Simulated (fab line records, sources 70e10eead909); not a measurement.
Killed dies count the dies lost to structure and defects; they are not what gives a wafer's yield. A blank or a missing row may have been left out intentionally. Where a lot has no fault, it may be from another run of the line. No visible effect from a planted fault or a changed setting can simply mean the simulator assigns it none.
What tool caused it?    flow nand_harc    11 lots with 33 wafers sampled at 4 steps, on a route of 1159 steps

WHAT EACH GAUGE READ, for each wafer
NHARC_A_M0_CD_MEAS_09: target cd 80 nm.
lot   measured      on         cd_nm (nm)
L305  day 18 03:37  cd_sem-03  79.1 79.2 78.4
L308  day 18 04:49  cd_sem-02  80.2 79.1 79.4
L303  day 18 14:48  cd_sem-03  78.8 78.9 80.2
L306  day 18 14:58  cd_sem-03  78.9 79.4 79.9
L309  day 18 22:44  cd_sem-03  79.3 79.6 77.8
L314  day 20 07:47  cd_sem-01  85.8 85.5 84.3
L316  day 20 23:42  cd_sem-02  85.2 84.4 85.1
L323  day 22 06:51  cd_sem-01  79.1 79.7 80.2
L322  day 22 07:17  cd_sem-02  78.1 79.4 78.6
L324  day 22 22:59  cd_sem-03  80.3 81.7 80.3
L325  day 23 01:54  cd_sem-02  80.9 80.1 80.0

TOOL THAT RAN EACH LOT (tool first, then ch and the chambers of the sampled wafers, then the start)
lot   NHARC_A_BLC_STRIP_29                NHARC_A_BLC_PVD_32                       NHARC_A_M0_PEB_07
L305  rie_diel-02 ch 0,2,3, day 17 21:25  pvd_sputter-02, day 18 03:32 or earlier  litho_track-06 ch 0, day 18 03:32
L308  rie_diel-02 ch 0,2,3, day 17 22:08  pvd_sputter-02, day 18 04:44 or earlier  litho_track-06 ch 0, day 18 04:44
L303  rie_diel-02 ch 0,1, day 18 05:28    pvd_sputter-01, day 18 14:43 or earlier  litho_track-06 ch 0, day 18 14:43
L306  rie_diel-02 ch 1,2,3, day 18 06:40  pvd_sputter-03, day 18 14:53 or earlier  litho_track-01 ch 0, day 18 14:53
L309  rie_diel-02 ch 1,2,3, day 18 16:31  pvd_sputter-01, day 18 22:39 or earlier  litho_track-06 ch 0, day 18 22:39
L314  rie_diel-02 ch 1,2,3, day 20 03:23  pvd_sputter-02, day 20 07:42 or earlier  litho_track-06 ch 0, day 20 07:42
L316  rie_diel-02 ch 0,2, day 20 20:43    pvd_sputter-03, day 20 23:37 or earlier  litho_track-06 ch 0, day 20 23:37
L323  rie_diel-13 ch 0,2,3, day 22 03:41  pvd_sputter-02, day 22 06:46 or earlier  litho_track-01 ch 0, day 22 06:46
L322  rie_diel-04 ch 0,3, day 22 04:35    pvd_sputter-02, day 22 07:13 or earlier  litho_track-01 ch 0, day 22 07:13
L324  rie_diel-02 ch 0,2,3, day 22 19:22  pvd_sputter-02, day 22 22:54 or earlier  litho_track-04 ch 0, day 22 22:54
L325  rie_diel-04 ch 0,1, day 22 22:58    pvd_sputter-03, day 23 01:49 or earlier  litho_track-04 ch 0, day 23 01:49
- NHARC_A_BLC_STRIP_29: strips in CF4.
- NHARC_A_BLC_PVD_32: deposits Ti, target thk 5 nm, time 17.7 s.
- NHARC_A_M0_PEB_07: peb time 65 s.

THE ANSWER, worked out from the rows above alone
Rule: usual is defined by the lots themselves. Put in order of their means at a reading, lots are off if they are a third of the lots or fewer, leave a main group of 4 or more, and stand apart from it by a gap of 3 or more times the standard deviation of the main group's means; of several such gaps the widest counts. A main group is skipped when, at the precision printed for the reading in the tables above, its means are all equal. A lot without any number at a reading at which 4 lots or more have one is off too. All remaining lots with rows at the step are treated as sound.
Off at NHARC_A_M0_CD_MEAS_09 (cd_nm): L314, L316. The main group: mean 79.5 nm, standard deviation 0.64.
If a tool, at a process step before that reading, ran all the lots that are off and no sound lot after the first of them, it fits. The gauges at NHARC_A_M0_CD_MEAS_09 are tried like those tools. NHARC_A_BLC_PVD_32 gives no start for some lots, so the hours and the order of its lots are those of NHARC_A_M0_PEB_07. One candidate fits, namely litho_track-06 at NHARC_A_M0_PEB_07. Its last sound lot is L309 (day 18 22:39), its first lot that is off L314 (day 20 07:42): a fault that began between those two fits.

WHAT THE SIMULATOR HAD PUT IN
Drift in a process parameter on litho_track-06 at NHARC_A_M0_PEB_07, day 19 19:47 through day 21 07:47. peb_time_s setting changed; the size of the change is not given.
Lots struck among those shown: L314, L316. The rule given above showed the same thing.
